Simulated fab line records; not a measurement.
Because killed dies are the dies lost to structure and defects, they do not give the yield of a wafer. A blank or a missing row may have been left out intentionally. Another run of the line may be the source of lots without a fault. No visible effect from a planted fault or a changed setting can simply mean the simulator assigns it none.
fab line records ; flow n5-finfet
record lots=11; wafers=33; last-day=19
route steps=1938 shown BEOL_M14@1764 BEOL_M15@1785
lots with no fault: from the same line, run without faults
start-h: hours from the record's opening day to when the first of the lot's shown wafers began ; wait-h: how many hours have passed since the lot's step before this one ; " as in the row above ; L1.1+2: several wafers, shown together as one row ; - either no value or no given start ; * or withheld: withheld ; < > ~ a bound
route shown NAME@n: NAME is a module with steps in the file, n the number in the route of the first one ; usual: mean/standard deviation taken from wafers without a fault ; same: alike in all rows ; chamber/n: place in a boat ; sites: each site's reading ; _std_site: the values' standard deviation ; _edge_site: inner sites' mean taken away from outer sites' mean ; radius-mm: for every site, how far away it sits from the centre of the wafer ; mask NAME#n: copy n ; behind: tool/chamber where the wafer was last shaped ; hold: reason for holding the lot/hours on hold/outcome of the hold ; device: transistor that didn't switch, given as n, p or np ; end of line: tests of these same wafers at the route's end ; for a step that has no rows: nothing shown but its recipe ; killed: dies that structure and defects cost at the first sort, which is not the same as the wafer's yield ; map: dies across one wafer; x = killed, . = not, _ = none there
set.NAME: the setting as run; set.NAME@STEP: as run at that earlier step ; model.NAME: the simulator's own value behind a step, which no gauge read
route steps across a sampled set of lots; one table per step, one row per wafer
services: when a tool's chamber went out of use (start-h, in hours from the record's first day, below 0 if earlier), for how many hours, and the reason
## steps
# step N5_BEOL_M14_SPUTTER_45
# recipe material=Cu; target-thk-a=1000; temp-c=-20; bias-v=60; power-w=26000; chamber-pressure-pa=0.13; time-s=16.67
# usual throttle-valve-pct=30.0/1.2
lot.wafer;tool;chamber;start-h;wait-h;throttle-valve-pct
L615.1;pvd-sputter-02;-;267.39;0.0;29.3
L615.4;pvd-sputter-02;-;267.39;0.0;31.2
L615.5;pvd-sputter-02;-;267.39;0.0;29.5
L619.3;pvd-sputter-03;-;287.45;0.0;30.3
L619.4;pvd-sputter-03;-;287.45;0.0;30.1
L619.6;pvd-sputter-03;-;287.45;0.0;30.6
L624.1;pvd-sputter-02;-;331.19;0.0;28.9
L624.2;pvd-sputter-02;-;331.19;0.0;31.5
L624.5;pvd-sputter-02;-;331.19;0.0;31.7
L626.1;pvd-sputter-02;-;336.26;0.0;31.1
L626.4;pvd-sputter-02;-;336.26;0.0;31.6
L626.5;pvd-sputter-02;-;336.26;0.0;29.2
L625.1;pvd-sputter-02;-;351.11;0.0;29.2
L625.2;pvd-sputter-02;-;351.11;0.0;31.7
L625.6;pvd-sputter-02;-;351.11;0.0;29.2
L629.1;pvd-sputter-01;-;365.92;0.0;27.5
L629.2;pvd-sputter-01;-;365.92;0.0;30.9
L629.5;pvd-sputter-01;-;365.92;0.0;27.4
L627.1;pvd-sputter-03;-;367.83;0.0;30.3
L627.5;pvd-sputter-03;-;367.83;0.0;30.5
L627.6;pvd-sputter-03;-;367.83;0.0;29.9
L631.3;pvd-sputter-02;-;386.74;0.0;31.6
L631.4;pvd-sputter-02;-;386.74;0.0;29.4
L631.5;pvd-sputter-02;-;386.74;0.0;31.1
L633.3;pvd-sputter-01;-;393.62;0.0;30.7
L633.5;pvd-sputter-01;-;393.62;0.0;30.5
L633.6;pvd-sputter-01;-;393.62;0.0;29.9
L635.2;pvd-sputter-01;-;399.92;0.0;29.9
L635.5;pvd-sputter-01;-;399.92;0.0;27.6
L635.6;pvd-sputter-01;-;399.92;0.0;30.2
L637.2;pvd-sputter-01;-;425.41;0.0;29.8
L637.4;pvd-sputter-01;-;425.41;0.0;27.5
L637.6;pvd-sputter-01;-;425.41;0.0;30.3
# step N5_BEOL_M15_INSPECT_12
# recipe mode=adi; inspect-instrument=macro
# usual raw-defect-count=2.0/1.3
lot.wafer;tool;chamber;start-h;wait-h;raw-defect-count
L615.1;defect-inspect-01;-;269.79;0.0;3
L615.4;defect-inspect-01;-;269.79;0.0;3
L615.5;defect-inspect-01;-;269.79;0.0;4
L619.3;defect-inspect-01;-;289.27;0.0;2
L619.4;defect-inspect-01;-;289.27;0.0;2
L619.6;defect-inspect-01;-;289.27;0.0;2
L624.1;defect-inspect-02;-;334.58;0.0;2
L624.2;defect-inspect-02;-;334.58;0.0;2
L624.5;defect-inspect-02;-;334.58;0.0;3
L626.1;defect-inspect-02;-;338.72;0.0;0
L626.4;defect-inspect-02;-;338.72;0.0;2
L626.5;defect-inspect-02;-;338.72;0.0;3
L625.1;defect-inspect-02;-;352.86;0.0;1
L625.2;defect-inspect-02;-;352.86;0.0;1
L625.6;defect-inspect-02;-;352.86;0.0;2
L629.1;defect-inspect-01;-;367.80;0.0;2
L629.2;defect-inspect-01;-;367.80;0.0;1
L629.5;defect-inspect-01;-;367.80;0.0;1
L627.1;defect-inspect-02;-;370.01;0.0;2
L627.5;defect-inspect-02;-;370.01;0.0;1
L627.6;defect-inspect-02;-;370.01;0.0;4
L631.3;defect-inspect-01;-;389.01;0.0;1
L631.4;defect-inspect-01;-;389.01;0.0;3
L631.5;defect-inspect-01;-;389.01;0.0;6
L633.3;defect-inspect-02;-;396.63;0.0;4
L633.5;defect-inspect-02;-;396.63;0.0;2
L633.6;defect-inspect-02;-;396.63;0.0;2
L635.2;defect-inspect-02;-;402.31;0.0;4
L635.5;defect-inspect-02;-;402.31;0.0;2
L635.6;defect-inspect-02;-;402.31;0.0;1
L637.2;defect-inspect-02;-;427.86;0.0;3
L637.4;defect-inspect-02;-;427.86;0.0;2
L637.6;defect-inspect-02;-;427.86;0.0;0
# step N5_BEOL_M15_STRIP_63
# recipe chemistry=O2; power-w=600; temp-c=60; pressure-mtorr=30; rf-frequency-hz=6e+07; bias-power-w=0; overash-fraction=0.3; o2-flow-sccm=225
# usual drypump-motor-current-A=5.48/0.26; oes-product-au=0.80/0.1; rf-vpp-V=3.6/0.76; showerhead-plenum-p-Torr=2.06/0.078; throttle-valve-pct=16.64/0.29
lot.wafer;tool;chamber;start-h;wait-h;drypump-motor-current-A;oes-product-au;rf-hours-counter-h;rf-vpp-V;showerhead-plenum-p-Torr;throttle-valve-pct
L615.1;rie-diel-03;2;-;-;5.27;0.72;193;3.7;2.08;17.20
L615.4;rie-diel-03;3;-;-;5.70;0.69;249;4.5;2.07;17.02
L615.5;rie-diel-03;0;-;-;5.56;0.70;-;2.3;2.07;16.62
L619.3;rie-diel-03;1;-;-;5.22;0.74;170;3.8;1.92;16.47
L619.4;rie-diel-03;0;-;-;5.55;0.69;-;3.7;2.07;16.66
L619.6;rie-diel-03;2;-;-;5.32;0.72;-;3.1;2.08;17.20
L624.1;rie-diel-01;0;-;-;5.06;0.78;113;1.8;2.11;16.89
L624.2;rie-diel-01;2;-;-;5.68;0.99;2;3.8;2.06;16.44
L624.5;rie-diel-01;0;-;-;5.07;0.78;-;4.7;2.11;16.89
L626.1;rie-diel-01;0;-;-;5.08;0.78;115;2.5;2.11;16.88
L626.4;rie-diel-01;0;-;-;5.07;0.78;-;3.9;2.11;16.88
L626.5;rie-diel-01;3;-;-;5.64;0.73;-;3.1;2.00;16.43
L625.1;rie-diel-01;2;-;-;5.70;0.95;8;3.6;2.06;16.49
L625.2;rie-diel-01;1;-;-;5.61;1.00;1;3.4;2.15;16.38
L625.6;rie-diel-01;1;-;-;5.57;0.99;-;3.7;2.15;16.39
L629.1;rie-diel-01;1;-;-;5.62;0.97;7;3.6;2.14;16.39
L629.2;rie-diel-01;3;-;-;5.65;0.72;190;2.9;2.00;16.45
L629.5;rie-diel-01;1;-;-;5.61;0.96;-;2.5;2.14;16.39
L627.1;rie-diel-03;1;-;-;5.24;0.72;197;1.9;1.91;16.53
L627.5;rie-diel-03;2;-;-;5.28;0.70;-;3.2;2.07;17.25
L627.6;rie-diel-03;1;-;-;5.24;0.73;-;4.7;1.91;16.51
L631.3;rie-diel-01;0;-;-;5.08;0.77;128;2.6;2.11;16.90
L631.4;rie-diel-01;1;-;-;5.59;0.94;13;2.8;2.14;16.41
L631.5;rie-diel-01;0;-;-;5.06;0.77;-;3.3;2.11;16.92
L633.3;rie-diel-03;2;-;-;5.32;0.69;236;3.1;2.07;17.25
L633.5;rie-diel-03;1;-;-;5.20;0.72;-;3.3;1.91;16.54
L633.6;rie-diel-03;2;-;-;5.31;0.68;-;2.3;2.07;17.27
L635.2;rie-diel-06;3;-;-;5.06;0.91;19;3.9;2.23;16.35
L635.5;rie-diel-06;2;-;-;5.95;0.73;-;2.7;2.18;16.50
L635.6;rie-diel-06;1;-;-;5.97;0.81;-;2.3;2.11;16.48
L637.2;rie-diel-03;0;-;-;5.54;0.93;17;2.9;2.06;16.26
L637.4;rie-diel-03;2;-;-;5.33;0.68;247;3.7;2.06;17.30
L637.6;rie-diel-03;1;-;-;5.22;0.71;-;3.7;1.90;16.55
# step N5_BEOL_M15_COAT_56
# recipe resist=SOC; temp-c=250; time-s=60; spin-rpm=1500; resist-thk-nm=550
# usual dispense-pressure-kPa=51/3.2; heater-power-total-W=500.5/1.6; spin-speed-rpm=1500.2/1
lot.wafer;tool;chamber;start-h;wait-h;dispense-pressure-kPa;heater-power-total-W;spin-speed-rpm
L615.1;litho-track-04;0;270.35;0.0;49;499.7;1499.4
L615.4;litho-track-04;0;270.35;0.0;49;498.8;1498.3
L615.5;litho-track-04;0;270.35;0.0;49;498.2;1500.9
L619.3;litho-track-04;0;289.85;0.0;49;499.6;1500.8
L619.4;litho-track-04;0;289.85;0.0;49;501.4;1499.4
L619.6;litho-track-04;0;289.85;0.0;49;502.4;1501.5
L624.1;litho-track-04;0;335.27;0.0;49;501.0;1288.7
L624.2;litho-track-04;0;335.27;0.0;49;501.5;1286.8
L624.5;litho-track-04;0;335.27;0.0;49;502.3;1285.9
L626.1;litho-track-04;0;339.29;0.0;49;501.4;1288.5
L626.4;litho-track-04;0;339.29;0.0;49;498.4;1289.1
L626.5;litho-track-04;0;339.29;0.0;49;503.2;1286.5
L625.1;litho-track-03;0;353.43;0.0;56;502.5;1499.0
L625.2;litho-track-03;0;353.43;0.0;56;499.2;1500.0
L625.6;litho-track-03;0;353.43;0.0;56;502.5;1498.3
L629.1;litho-track-02;0;368.37;0.0;49;500.8;1500.0
L629.2;litho-track-02;0;368.37;0.0;49;501.1;1500.4
L629.5;litho-track-02;0;368.37;0.0;49;499.5;1501.5
L627.1;litho-track-03;0;370.58;0.0;56;499.4;1499.7
L627.5;litho-track-03;0;370.58;0.0;56;498.6;1499.8
L627.6;litho-track-03;0;370.58;0.0;56;502.3;1501.0
L631.3;litho-track-03;0;389.76;0.0;56;502.6;1500.0
L631.4;litho-track-03;0;389.76;0.0;56;502.8;1500.2
L631.5;litho-track-03;0;389.76;0.0;56;502.4;1501.2
L633.3;litho-track-02;0;397.21;0.0;49;502.7;1500.3
L633.5;litho-track-02;0;397.21;0.0;49;502.7;1500.1
L633.6;litho-track-02;0;397.21;0.0;49;502.1;1500.8
L635.2;litho-track-02;0;402.88;0.0;49;500.2;1499.8
L635.5;litho-track-02;0;402.88;0.0;49;502.0;1501.4
L635.6;litho-track-02;0;402.88;0.0;49;501.1;1498.5
L637.2;litho-track-02;0;428.79;0.0;49;502.2;1500.4
L637.4;litho-track-02;0;428.79;0.0;49;501.1;1499.1
L637.6;litho-track-02;0;428.79;0.0;49;502.4;1499.0
## services
tool;chamber;start-h;hours;kind
rie-diel-03;3;244.60;9.1;repair
rie-diel-06;2;269.26;3.9;repair
rie-diel-03;3;274.20;-;clean
rie-diel-03;3;274.20;-;consumable-replace:focus-ring
rie-diel-03;3;274.20;15.2;scheduled-down
rie-diel-03;3;274.20;15.2;vent-cycle
rie-diel-01;0;275.92;17.7;repair
rie-diel-01;2;304.47;-;clean
rie-diel-01;2;304.47;-;consumable-replace:focus-ring
rie-diel-01;2;304.47;25.8;scheduled-down
rie-diel-01;2;304.47;25.8;vent-cycle
rie-diel-01;1;330.27;-;clean
rie-diel-01;1;330.27;-;consumable-replace:focus-ring
rie-diel-01;1;330.27;16.7;scheduled-down
rie-diel-01;1;330.27;16.7;vent-cycle
rie-diel-03;0;338.53;-;clean
rie-diel-03;-;339.99;0.7;repair
rie-diel-06;0;356.11;2.4;repair
rie-diel-01;0;358.70;5.0;repair
rie-diel-03;0;364.52;16.1;repair
rie-diel-01;0;367.00;3.0;repair
rie-diel-06;2;374.77;20.6;repair
rie-diel-06;3;411.55;5.7;repair
pvd-sputter-01;-;415.17;1.8;repair
## key
first-sign step=N5_BEOL_M15_COAT_56; reading=spin-speed-rpm; direction=down; sigmas=99+; usual=*; struck=*
effect none on later readings
met-at N5_BEOL_M15_COAT_56
struck-lots L624,L626
not-acting-at N5_BEOL_M14_SPUTTER_45,N5_BEOL_M15_INSPECT_12,N5_BEOL_M15_STRIP_63
onset-between 289.85 335.27
fault kind=process-parameter-drift; tool=litho-track-04; chamber=-; onset-h=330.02; steps=N5_BEOL_M15_COAT_56; channel=spin-rpm; offset=*; shape=step; end-h=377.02; acts-in=*; stated=*
